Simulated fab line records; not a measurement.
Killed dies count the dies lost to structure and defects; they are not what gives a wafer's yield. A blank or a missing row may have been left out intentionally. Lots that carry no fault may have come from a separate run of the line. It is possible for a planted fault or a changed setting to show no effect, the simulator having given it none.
fab line records	flow n5Finfet
[record] lots = 7	wafers = 19	lastDay = 17
route steps=1938 shown GATE_CUT@472
lots with no fault: from the same line, run without faults
startH: the number of hours between the record's first day and the start of the first shown wafer of the lot	waitH: hours from the lot's prior step to this one	" repeats the value in the row above	L1.1+2: one row covering several wafers at once	- value missing, or start not given	* or withheld: withheld	< > ~ a bound
route shown NAME@n: a module of which the file shows steps, and the number in the route of the first	usual: mean and standard deviation over wafers with no fault	same: alike in all rows	chamber/n: place in a boat	sites: each site's reading	_std_site: standard deviation across them	_edge_site: outer sites' mean less inner sites'	radiusMm: for every site, how far away it sits from the centre of the wafer	mask NAME#n: copy n	behind: tool/chamber where the wafer was last shaped	hold: cause of the lot's hold/its duration in hours/its outcome	device: the transistor (n, p or np) that didn't switch	end of line: tests run on the same wafers once the route is complete	a step without rows: its recipe alone	killed: count of dies lost to structure and defects at first sort (not the wafer's yield)	map: a wafer's dies, marking killed ones x, the rest . and places with no die _
set.NAME: the setting that was run; set.NAME@STEP: the one run at that earlier step	model.NAME: the simulator's own value behind a step, which no gauge read
certain route steps with their lots: each step a table, each wafer a row
services: the hour from which a tool's chamber was out of use, counted from the record's first day as startH (under 0 if before that day), plus the number of hours and why
[[steps]]
[step N5_GATE_CUT_SRD_32]
[recipe] timeS = 30	tempC = 23	rinseLiquid = diw	dry = ipaMarangoni
[step N5_GATE_CUT_SAC_CAP_01]
[recipe] material = SiNx	targetThkA = 240	tempC = 400	aldPrecursorFamily = SiH2I2	aldCoReactant = N2/H2-plasma	pulseTimeS = 1	aldCycles = 480	purgeTimeS = 2	coReactantPurgeTimeS = 2	pressureTorr = 2
[step N5_GATE_CUT_PECVD_57]
[recipe] material = SiNx	targetThkA = 210	tempC = 400	precursor = SiH4/NH3/N2	pressureTorr = 1.5	rfW = 300
[step N5_GATE_CUT_CMP_02]
[recipe] stopOn = SiO2	tOverpolishS = 12.7	postCmpClean = alkalineBrush	downForcePsi = 2.5	platenRpm = 51.8	padVelocityMS = 1.0307	targetThkNm = 0
[usual] motorCurrentA = 8.8/1.1	overpolishRunS = 12.701/0.0084	timeToEndpointS = 25/4
lot.wafer	tool	chamber	startH	waitH	motorCurrentA	overpolishRunS	timeToEndpointS
L438.1	cmp-03	3	134.25	0.1	8.3	12.689	22
L438.2	"	2	"	"	10.6	12.690	24
L438.5	"	0	"	"	8.3	12.701	32
L439.3	cmp-03	2	137.02	0.1	11.4	12.702	25
L439.1	"	0	"	"	8.4	12.696	33
L441.4	cmp-03	0	146.39	0.0	7.7	12.709	32
L441.3	"	1	"	"	8.6	12.696	31
L441.5	"	1	"	"	8.4	12.690	31
L443.1	cmp-04	1	162.25	0.1	7.8	12.705	21
L443.4	"	3	"	"	9.0	12.698	25
L443.5	"	2	"	"	8.4	12.698	22
L445.1	cmp-01	3	175.71	0.1	7.3	12.709	25
L445.3	"	0	"	"	7.9	12.708	19
L445.5	"	3	"	"	7.6	12.700	23
L446.2	cmp-01	2	178.49	0.1	8.2	12.699	25
L446.4	"	3	"	"	7.6	12.704	22
L446.6	"	1	"	"	11.0	12.699	19
L451.1	cmp-01	2	207.56	0.1	8.9	12.709	30
L451.5	"	2	"	"	8.7	12.705	30
[step N5_GATE_CUT_HM_DEP_46]
[recipe] material = SiO2	targetThkA = 1300	tempC = 400	precursor = TEOS/O2	pressureTorr = 6.5	rfW = 900	teosFlowSccm = 161.4	gas = O2	flowSccm = 2650	timeS = 26.6
[usual] heaterPowerW = 574/100	showerheadPlenumPTorr = 8.35/0.036	throttleValvePct = 18.6/0.56
lot.wafer	tool	chamber	startH	waitH	heaterPowerW	showerheadPlenumPTorr	sinceWetCleanH	throttleValvePct
L438.1	pecvd-02	0	134.58	0.0	662	8.34	1020	18.6
L438.2	"	1	"	"	767	8.41	1745	18.4
L438.5	"	1	"	"	779	8.38	-	18.2
L439.1	pecvd-02	0	137.32	0.0	637	8.35	1022	18.3
L439.3	"	2	"	"	500	8.35	268	18.0
L441.3	pecvd-02	2	146.72	0.0	507	8.35	278	18.0
L441.4	"	0	"	"	600	8.34	-	18.7
L441.5	"	2	"	"	510	8.36	-	17.7
L443.1	pecvd-04	1	162.58	0.0	397	8.39	1954	19.9
L443.4	"	0	"	"	740	8.36	-	18.4
L443.5	"	1	"	"	387	8.39	-	19.6
L445.1	pecvd-03	2	176.04	0.0	490	8.36	2149	18.9
L445.3	"	0	"	"	500	8.35	699	18.7
L445.5	"	2	"	"	501	8.32	-	18.9
L446.2	pecvd-04	0	178.75	0.0	683	8.36	1245	18.5
L446.4	"	0	"	"	680	8.35	-	18.5
L446.6	"	1	"	"	491	8.38	-	19.8
L451.1	pecvd-04	2	207.85	0.0	583	8.37	520	17.8
L451.5	"	1	"	"	465	8.39	-	19.5
[step N5_GATE_CUT_COAT_34]
[recipe] resist = SOC	tempC = 250	timeS = 60	spinRpm = 1500	resistThkNm = 60
[step N5_GATE_CUT_COAT_35]
[recipe] resist = SiARC	tempC = 220	timeS = 60	spinRpm = 1500	resistThkNm = 10
[step N5_GATE_CUT_COAT_27]
[recipe] resist = underlayer	tempC = 205	timeS = 60	spinRpm = 1500	resistThkNm = 10
[step N5_GATE_CUT_COAT_07]
[recipe] resist = CAR-EUV	spinRpm = 1500	resistThkNm = 30
[step N5_GATE_CUT_EBR_09]
[recipe] solvent = PGMEA	ebrWidthMm = 1.5
[step N5_GATE_CUT_SOFTBAKE_08]
[recipe] tempC = 110	timeS = 60	resist = CAR-EUV
[step N5_GATE_CUT_EXPOSE_10]
[recipe] maskId = GATE_CUT	na = 0.33	sourceShape = annular	sigmaInner = 0.35	sigmaOuter = 0.8	polarization = unpolarized	targetCdNm = 20	doseMj = 43.25
[usual] exposureDoseMJCm2 = 43.21/0.056
lot.wafer	tool	chamber	startH	waitH	mask	exposureDoseMJCm2
L438.1	euvScanner-01	0	134.91	-	GATE_CUT#0	43.22
L438.2	"	0	"	"	GATE_CUT#0	43.20
L438.5	"	0	"	"	GATE_CUT#0	43.25
L439.1	euvScanner-02	0	137.64	-	GATE_CUT#0	43.21
L439.3	"	0	"	"	GATE_CUT#0	43.25
L441.3	euvScanner-01	0	146.94	-	GATE_CUT#0	39.41
L441.4	"	0	"	"	GATE_CUT#0	39.36
L441.5	"	0	"	"	GATE_CUT#0	39.34
L443.1	euvScanner-01	0	162.91	-	GATE_CUT#0	40.12
L443.4	"	0	"	"	GATE_CUT#0	40.13
L443.5	"	0	"	"	GATE_CUT#0	40.14
L445.1	euvScanner-01	0	176.37	-	GATE_CUT#0	40.76
L445.3	"	0	"	"	GATE_CUT#0	40.74
L445.5	"	0	"	"	GATE_CUT#0	40.70
L446.2	euvScanner-02	0	179.08	-	GATE_CUT#0	43.28
L446.4	"	0	"	"	GATE_CUT#0	43.30
L446.6	"	0	"	"	GATE_CUT#0	43.32
L451.1	euvScanner-02	0	208.18	-	GATE_CUT#0	43.27
L451.5	"	0	"	"	GATE_CUT#0	43.25
[step N5_GATE_CUT_PEB_11]
[recipe] pebTempC = 100	pebTimeS = 60	resist = CAR-EUV
[step N5_GATE_CUT_DEVELOP_12]
[recipe] developTimeS = 30	developer = TMAH	resist = CAR-EUV	rinseLiquid = surfactantRinse	dry = airSpin	devTempC = 23
[step N5_GATE_CUT_CD_MEAS_13]
[recipe] targetCdNm = 20	landingEnergyEv = 500	detector = seInlens
[usual] cdNm = 20.07/0.28
lot.wafer	tool	chamber	startH	waitH	cdNm
L438.1	cdSem-02	0	135.04	-	19.92
L438.2	"	0	"	"	20.14
L438.5	"	0	"	"	19.80
L439.1	cdSem-03	0	137.78	-	19.85
L439.3	"	0	"	"	19.97
L441.3	cdSem-03	0	147.06	-	17.85
L441.4	"	0	"	"	18.02
L441.5	"	0	"	"	17.54
L443.1	cdSem-02	0	163.04	-	18.03
L443.4	"	0	"	"	18.16
L443.5	"	0	"	"	17.87
L445.1	cdSem-02	0	176.50	-	19.03
L445.3	"	0	"	"	18.98
L445.5	"	0	"	"	19.03
L446.2	cdSem-01	0	179.21	-	20.28
L446.4	"	0	"	"	20.26
L446.6	"	0	"	"	20.27
L451.1	cdSem-01	0	208.31	-	19.96
L451.5	"	0	"	"	20.42
[step N5_GATE_CUT_OVL_MEAS_14]
[recipe] pointsPerWafer = 522
[usual] GATE_CUT_OVL = -0.3/0.75
lot.wafer	tool	chamber	startH	waitH	GATE_CUT_OVL[nm]
L438.1	overlay-01	0	135.07	0.0	0.1
L438.2	"	0	"	"	-0.8
L438.5	"	0	"	"	-0.4
L439.1	overlay-02	0	137.81	0.0	-0.7
L439.3	"	0	"	"	0.3
L441.3	overlay-02	0	147.10	0.0	0.0
L441.4	"	0	"	"	0.0
L441.5	"	0	"	"	0.2
L443.1	overlay-01	0	163.07	0.0	0.4
L443.4	"	0	"	"	0.6
L443.5	"	0	"	"	0.5
L445.1	overlay-02	0	176.53	0.0	0.4
L445.3	"	0	"	"	-0.5
L445.5	"	0	"	"	0.0
L446.2	overlay-01	0	179.25	0.0	-0.1
L446.4	"	0	"	"	-0.8
L446.6	"	0	"	"	-0.4
L451.1	overlay-02	0	208.34	0.0	-0.8
L451.5	"	0	"	"	-0.1
[step N5_GATE_CUT_INSPECT_15]
[recipe] mode = adi	inspectInstrument = brightfield
[usual] rawDefectCount = 132/41
lot.wafer	tool	chamber	startH	waitH	rawDefectCount
L438.1	defectInspect-01	-	135.13	0.1	84
L438.2	"	-	"	"	146
L438.5	"	-	"	"	117
L439.1	defectInspect-02	-	137.86	0.1	82
L439.3	"	-	"	"	117
L441.3	defectInspect-01	-	147.15	0.0	119
L441.4	"	-	"	"	107
L441.5	"	-	"	"	75
L443.1	defectInspect-01	-	163.13	0.1	94
L443.4	"	-	"	"	143
L443.5	"	-	"	"	128
L445.1	defectInspect-01	-	176.59	0.1	111
L445.3	"	-	"	"	179
L445.5	"	-	"	"	133
L446.2	defectInspect-01	-	179.30	0.0	104
L446.4	"	-	"	"	90
L446.6	"	-	"	"	100
L451.1	defectInspect-01	-	208.40	0.1	118
L451.5	"	-	"	"	128
[step N5_GATE_CUT_DESCUM_18]
[recipe] chemistry = O2	timeS = 7	sourcePowerW = 50	biasPowerW = 20	pressureMtorr = 20	rfFrequencyHz = 2.712e+07	tempC = 40	resist = CAR-EUV	o2FlowSccm = 225
[usual] drypumpMotorCurrentA = 6.0/0.33	oesProductAu = 0.79/0.1	rfVppV = 242.9/1.4	showerheadPlenumPTorr = 2.07/0.068	throttleValvePct = 20.41/0.27
lot.wafer	tool	chamber	startH	waitH	drypumpMotorCurrentA	oesProductAu	rfHoursCounterH	rfVppV	showerheadPlenumPTorr	throttleValvePct	model.GATE_CUT.cdNm
L438.1	rieDiel-02	3	135.22	0.1	5.8	0.75	170	242.9	1.99	20.10	19.6
L438.2	"	0	"	"	6.7	0.91	37	245.8	2.15	20.10	20
L438.5	"	0	"	"	6.7	0.91	-	244.0	2.15	20.10	20.2
L439.1	rieDiel-02	0	137.90	0.0	6.7	0.92	38	243.4	2.15	20.10	19.8
L439.3	"	1	"	"	5.8	0.75	145	241.6	2.02	20.91	19.8
L441.3	rieDiel-01	2	147.18	0.0	6.0	0.72	152	244.2	2.17	20.53	17.8
L441.4	"	1	"	"	6.0	0.92	-	242.7	2.06	20.56	17.4
L441.5	"	3	"	"	5.9	0.72	-	242.2	2.06	20.31	17.8
L443.1	rieDiel-01	1	163.16	0.0	6.1	0.92	24	241.8	2.06	20.56	18
L443.4	"	0	"	"	6.2	0.98	2	243.1	2.10	19.85	18.2
L443.5	"	3	"	"	5.9	0.72	-	243.8	2.06	20.34	18.4
L445.1	rieDiel-01	1	176.63	0.0	6.0	0.92	28	240.8	2.06	20.55	18.8
L445.3	"	3	"	"	5.9	0.71	202	241.8	2.06	20.33	19
L445.5	"	2	"	"	6.0	0.71	-	243.5	2.16	20.53	19
L446.2	rieDiel-03	3	179.33	0.0	6.4	0.71	205	243.6	2.16	20.48	20
L446.4	"	1	"	"	5.9	0.97	7	243.8	2.04	20.16	20.4
L446.6	"	3	"	"	6.4	0.71	-	246.1	2.16	20.51	20.2
L451.1	rieDiel-02	3	208.44	0.0	5.8	0.75	190	241.5	1.98	20.09	20
L451.5	"	0	"	"	6.7	0.88	-	243.3	2.14	20.12	20.2
[step N5_GATE_CUT_ETCH_28]
[recipe] chemistry = N2/H2	target = underlayer	targetDepthA = 130	maskMaterial = CAR-EUV	timeS = 10.4	ionEnergyEv = 200	pressureMtorr = 30	sourceW = 840	biasW = 150	n2FlowSccm = 200	h2FlowSccm = 200	ends = cleared
[step N5_GATE_CUT_ETCH_36]
[recipe] chemistry = CF4	target = SiARC	targetDepthA = 130	maskMaterial = CAR-EUV	timeS = 21.7	ionEnergyEv = 80	pressureMtorr = 40	sourceW = 545	biasW = 36	Ar_flow_sccm = 100	cf4FlowSccm = 100	ends = cleared
[usual] drypumpMotorCurrentA = 6.0/0.33	etchRfOnTimeS = 21.9/0.65	oesProductAu = 0.67/0.08	rfVppV = 183.9/1.1	showerheadPlenumPTorr = 2.13/0.062	throttleValvePct = 15.66/0.26
lot.wafer	tool	chamber	startH	waitH	drypumpMotorCurrentA	etchRfOnTimeS	oesProductAu	rfHoursCounterH	rfVppV	showerheadPlenumPTorr	throttleValvePct
L438.1	rieDiel-02	3	135.27	0.0	5.9	22.1	0.63	170	184.0	2.06	15.45
L438.2	"	0	"	"	6.7	21.3	0.78	37	184.0	2.19	15.22
L438.5	"	0	"	"	6.7	21.0	0.78	-	185.3	2.19	15.23
L439.1	rieDiel-02	0	137.95	0.0	6.7	21.3	0.77	38	184.8	2.19	15.20
L439.3	"	1	"	"	5.7	22.2	0.63	145	184.7	2.07	16.00
L441.3	rieDiel-01	2	147.24	0.0	6.0	21.6	0.63	152	184.0	2.22	15.75
L441.4	"	1	"	"	6.0	22.0	0.79	-	184.3	2.11	15.62
L441.5	"	3	"	"	5.8	22.7	0.60	-	183.6	2.14	15.75
L443.1	rieDiel-01	1	163.22	0.0	6.0	22.3	0.77	24	183.0	2.11	15.62
L443.4	"	0	"	"	6.2	21.8	0.82	2	184.2	2.19	15.31
L443.5	"	3	"	"	5.9	22.7	0.60	-	183.2	2.14	15.77
L445.1	rieDiel-01	1	176.68	0.0	6.0	22.1	0.77	28	184.5	2.11	15.63
L445.3	"	3	"	"	5.9	22.8	0.60	202	183.0	2.14	15.77
L445.5	"	2	"	"	6.0	21.5	0.62	-	185.3	2.21	15.76
L446.2	rieDiel-03	3	179.39	0.0	6.5	21.0	0.61	205	183.9	2.21	15.73
L446.4	"	1	"	"	5.8	22.3	0.82	7	183.9	2.09	15.30
L446.6	"	3	"	"	6.5	20.9	0.62	-	185.4	2.21	15.73
L451.1	rieDiel-02	3	208.49	0.0	5.8	22.8	0.61	190	182.8	2.05	15.48
L451.5	"	0	"	"	6.6	21.1	0.74	-	182.2	2.18	15.27
[step N5_GATE_CUT_ETCH_37]
[recipe] chemistry = N2/H2	target = SOC	targetDepthA = 600	overetchA = 120	maskMaterial = SiARC	tempC = 40	timeS = 90	ionEnergyEv = 200	pressureMtorr = 30	sourceW = 840	biasW = 150	n2FlowSccm = 200	h2FlowSccm = 200
[step N5_GATE_CUT_STRIP_38]
[recipe] chemistry = N2/H2	tempC = 40	n2FlowSccm = 200	h2FlowSccm = 200	rfFrequencyHz = 6e+07
[step N5_GATE_CUT_STRIP_39]
[recipe] chemistry = N2/H2	tempC = 40	n2FlowSccm = 200	h2FlowSccm = 200	rfFrequencyHz = 6e+07
[step N5_GATE_CUT_HM_OPEN_40]
[recipe] chemistry = C4F6/O2	target = SiO2	maskMaterial = SiARC	targetDepthA = 1390	timeS = 85.1	ionEnergyEv = 250	pressureMtorr = 30	sourceW = 345	biasW = 185	Ar_flow_sccm = 300	C4F6_flow_sccm = 10	O2_flow_sccm = 10	ends = cleared
[usual] drypumpMotorCurrentA = 6.0/0.33	etchRfOnTimeS = 94.4/2.3	oesProductAu = 0.71/0.086	rfVppV = 668/19	showerheadPlenumPTorr = 2.82/0.088	throttleValvePct = 20.94/0.26
lot.wafer	tool	chamber	startH	waitH	drypumpMotorCurrentA	etchRfOnTimeS	oesProductAu	rfHoursCounterH	rfVppV	showerheadPlenumPTorr	throttleValvePct
L438.1	rieDiel-02	3	135.38	0.0	5.8	93.5	0.67	170	707	2.71	20.61
L438.2	"	0	"	"	6.7	90.2	0.81	38	653	2.90	20.54
L438.5	"	0	"	"	6.7	90.6	0.82	-	651	2.90	20.53
L439.1	rieDiel-02	0	138.06	0.0	6.7	90.6	0.81	38	652	2.90	20.56
L439.3	"	1	"	"	5.7	94.9	0.67	145	646	2.74	21.35
L441.3	rieDiel-01	2	147.35	0.0	6.0	95.0	0.66	152	680	2.95	21.07
L441.4	"	1	"	"	6.1	96.0	0.82	-	667	2.79	20.96
L441.5	"	3	"	"	5.9	97.7	0.63	-	669	2.84	21.04
L443.1	rieDiel-01	1	163.33	0.0	6.0	94.5	0.81	25	667	2.79	20.97
L443.4	"	0	"	"	6.2	95.8	0.87	3	658	2.92	20.69
L443.5	"	3	"	"	5.9	98.0	0.64	-	668	2.84	21.05
L445.1	rieDiel-01	1	176.79	0.0	6.1	93.6	0.81	28	666	2.79	20.96
L445.3	"	3	"	"	5.9	96.9	0.64	202	669	2.84	21.05
L445.5	"	2	"	"	6.0	94.3	0.65	-	680	2.94	21.10
L446.2	rieDiel-03	3	179.50	0.0	6.4	92.9	0.65	205	617	2.91	20.83
L446.4	"	1	"	"	5.8	94.5	0.88	7	688	2.79	20.71
L446.6	"	3	"	"	6.4	93.9	0.64	-	619	2.91	20.81
L451.1	rieDiel-02	3	208.60	0.0	5.9	94.4	0.66	190	707	2.70	20.62
L451.5	"	0	"	"	6.7	90.3	0.79	-	651	2.89	20.59
[step N5_GATE_CUT_STRIP_41]
[recipe] chemistry = CF4	resist = SiARC	powerW = 300	biasPowerW = 75	pressureMtorr = 50	cf4FlowSccm = 150	rfFrequencyHz = 6e+07
[step N5_GATE_CUT_STRIP_42]
[recipe] chemistry = O2	powerW = 400	tempC = 40	pressureMtorr = 30	rfFrequencyHz = 6e+07	biasPowerW = 0	overashFraction = 0.3	o2FlowSccm = 225
[usual] drypumpMotorCurrentA = 6.0/0.33	oesProductAu = 0.79/0.1	rfVppV = 3.7/0.48	showerheadPlenumPTorr = 2.08/0.068	throttleValvePct = 16.67/0.25
[same] overashFraction = 0.3
lot.wafer	tool	chamber	startH	waitH	drypumpMotorCurrentA	oesProductAu	rfHoursCounterH	rfVppV	showerheadPlenumPTorr	throttleValvePct
L438.1	rieDiel-02	3	135.47	0.0	5.8	0.75	170	4.5	1.99	16.41
L438.2	"	0	"	"	6.7	0.91	38	3.2	2.15	16.33
L438.5	"	0	"	"	6.6	0.91	-	3.9	2.15	16.32
L439.1	rieDiel-02	0	138.14	0.0	6.7	0.90	38	3.8	2.15	16.33
L439.3	"	1	"	"	5.8	0.75	145	3.0	2.03	17.11
L441.3	rieDiel-01	2	147.43	0.0	6.0	0.73	152	4.1	2.17	16.78
L441.4	"	1	"	"	6.0	0.93	-	3.4	2.07	16.71
L441.5	"	3	"	"	5.9	0.73	-	3.2	2.07	16.65
L443.1	rieDiel-01	1	163.41	0.0	6.1	0.93	25	3.7	2.06	16.72
L443.4	"	0	"	"	6.2	0.98	3	3.6	2.11	16.13
L443.5	"	3	"	"	5.9	0.73	-	3.7	2.06	16.65
L445.1	rieDiel-01	1	176.87	0.0	6.1	0.92	28	3.7	2.06	16.73
L445.3	"	3	"	"	5.9	0.71	202	3.2	2.06	16.66
L445.5	"	2	"	"	6.0	0.71	-	3.6	2.17	16.82
L446.2	rieDiel-03	3	179.58	0.0	6.4	0.70	205	3.2	2.17	16.77
L446.4	"	1	"	"	5.8	0.99	7	3.3	2.05	16.37
L446.6	"	3	"	"	6.4	0.70	-	3.4	2.17	16.76
L451.1	rieDiel-02	3	208.68	0.0	5.9	0.73	190	4.0	1.98	16.42
L451.5	"	0	"	"	6.7	0.87	-	3.7	2.14	16.36
[step N5_GATE_CUT_ETCH_19]
[recipe] chemistry = CH3F/O2	target = SiNx	maskMaterial = SiO2	targetDepthA = 537	timeS = 76.7	pressureMtorr = 30	sourceW = 395	biasW = 73	Ar_flow_sccm = 150	CH3F_flow_sccm = 30	O2_flow_sccm = 20	ionEnergyEv = 120	ends = cleared
[step N5_GATE_CUT_CUT_ETCH_53]
[recipe] chemistry = SF6/Cl2	target = W	maskMaterial = SiO2	targetDepthA = 792	pressureMtorr = 8	icpW = 900	biasW = 80	SF6_flow_sccm = 40	Cl2_flow_sccm = 60	ends = cleared
[step N5_GATE_CUT_CUT_ETCH_54]
[recipe] chemistry = Cl2/BCl3	target = TiN	maskMaterial = SiO2	targetDepthA = 967	pressureMtorr = 10	icpW = 1000	biasW = 126	Cl2_flow_sccm = 53.25	bcl3FlowSccm = 21.75	Ar_flow_sccm = 25	ends = cleared
[step N5_GATE_CUT_CUT_ETCH_55]
[recipe] chemistry = BCl3	target = HfO2	maskMaterial = SiO2	targetDepthA = 32	ionEnergyEv = 30	pressureMtorr = 5	icpW = 450	biasW = 18	bcl3FlowSccm = 80
[step N5_GATE_CUT_ETCH_47]
[recipe] chemistry = Cl2/BCl3	target = SiO2	targetDepthA = 100	pressureMtorr = 10	icpW = 1000	biasW = 126	Cl2_flow_sccm = 53.25	bcl3FlowSccm = 21.75	Ar_flow_sccm = 25
[usual] drypumpMotorCurrentA = 5.59/0.25	oesProductAu = 0.78/0.14	throttleValvePct = 23.13/0.17
lot.wafer	tool	chamber	startH	waitH	drypumpMotorCurrentA	oesProductAu	rfHoursCounterH	throttleValvePct	model.GATE_CUT.cdNm
L438.1	rieMetal-01	1	135.76	0.0	5.85	0.99	1	23.42	20.8
L438.2	"	0	"	"	5.38	0.88	9	23.12	19.6
L438.5	"	1	"	"	5.90	1.01	-	23.42	21.2
L439.1	rieMetal-01	0	138.44	0.0	5.41	0.89	10	23.12	19
L439.3	"	0	"	"	5.40	0.88	-	23.11	19.2
L441.3	rieMetal-01	0	147.74	0.0	5.38	0.88	-	23.12	17.6
L441.4	"	1	"	"	5.81	0.96	-	23.42	18.4
L441.5	"	1	"	"	5.86	0.97	-	23.43	19.2
L443.1	rieMetal-03	0	163.71	0.0	5.96	0.62	119	23.26	17.8
L443.4	"	0	"	"	6.00	0.62	-	23.25	18.4
L443.5	"	1	"	"	5.49	0.74	-	22.95	18.8
L445.1	rieMetal-03	0	177.17	0.0	5.98	0.61	120	23.25	19.2
L445.3	"	1	"	"	5.50	0.74	-	22.95	19.4
L445.5	"	1	"	"	5.46	0.75	-	22.96	19.6
L446.2	rieMetal-03	0	179.88	0.0	5.99	0.61	120	23.26	19.8
L446.4	"	1	"	"	5.44	0.74	-	22.94	20.8
L446.6	"	1	"	"	5.46	0.75	-	22.95	20.8
L451.1	rieMetal-02	0	208.98	0.0	5.29	0.62	129	23.10	20.4
L451.5	"	0	"	"	5.29	0.62	-	23.11	21.2
[step N5_GATE_CUT_VAPOR_ETCH_48]
[recipe] chemistry = BCl3/Cl2	target = TiN	mode = isotropic
[[services]]
tool	chamber	startH	hours	kind
rieDiel-02	2	114.71	9.7	repair
euvScanner-02	-	115.83	1.0	pm
rieMetal-03	-	119.00	2.8	pm
cmp-03	-	119.44	0.9	repair
cmp-04	-	140.74	4.0	pm
cmp-01	-	147.27	0.3	repair
euvScanner-01	-	151.86	1.0	pm
cmp-01	-	151.92	1.6	repair
pecvd-04	-	155.23	2.8	pm
rieMetal-01	-	158.39	2.1	repair
rieDiel-02	3	159.82	13.2	repair
pecvd-04	-	160.06	0.3	repair
pecvd-02	2	161.44	4.7	repair
pecvd-02	-	161.88	9.5	repair
cmp-04	-	171.47	3.7	pm
euvScanner-02	-	171.98	1.0	pm
rieDiel-01	-	185.38	2.8	pm
cmp-03	-	185.96	4.0	pm
euvScanner-02	-	187.31	4.6	pm
rieMetal-03	0	188.68	12.9	repair
cmp-03	-	202.86	7.1	pm
rieDiel-01	1	203.57	9.8	repair
euvScanner-01	-	206.23	0.2	repair
euvScanner-01	-	208.01	1.0	pm
[[key]]
[firstSign] step = N5_GATE_CUT_EXPOSE_10	reading = exposureDoseMJCm2	direction = down	sigmas = 56	usual = 43.21	struck = 40.08
[effect] step = N5_GATE_CUT_CD_MEAS_13	reading = cdNm	direction = down	sigmas = 6.3	usual = 20.07	struck = 18.28	through = controlLoop
[modelEffect] step = N5_GATE_CUT_DESCUM_18	value = GATE_CUT.cdNm	without = 20.09	struck = 18.27
[modelEffect] step = N5_GATE_CUT_ETCH_47	value = GATE_CUT.cdNm	without = 20.51	struck = 18.71
metAt N5_GATE_CUT_EXPOSE_10
struckWafers L441.3,L441.4,L441.5,L443.1,L443.4,L443.5,L445.1,L445.3,L445.5
rowsEnd L443.1,L443.4,L443.5,L445.1,L445.3,L445.5
laterRowsLeftOut L441.3,L441.4,L441.5
sortLeftOut L441.3,L441.4,L441.5
[loopTrim] step = N5_GATE_CUT_EXPOSE_10	setting = dose	lots = L443,L445
onsetBetween 134.91 146.94
[fault] kind = processParameterDrift	tool = euvScanner-01	chamber = -	onsetH = 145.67	steps = N5_GATE_CUT_EXPOSE_10	channel = doseMj	offset = -3.834	shape = step	actsIn = theseRecipesOnly	stated = 43.25
// sortLeftOut: the simulated sort isn't trusted on such a fault, so these wafers' sort isn't shown, and their yield isn't known
// laterRowsLeftOut: the simulator's readings of these wafers behind a module that went badly wrong aren't trusted and aren't shown, but for the sort
// rowsEnd: these wafers met a further fault down the route, and their rows from its step on are left out
// loopTrim: a control loop set the setting to another value than it would have without faults
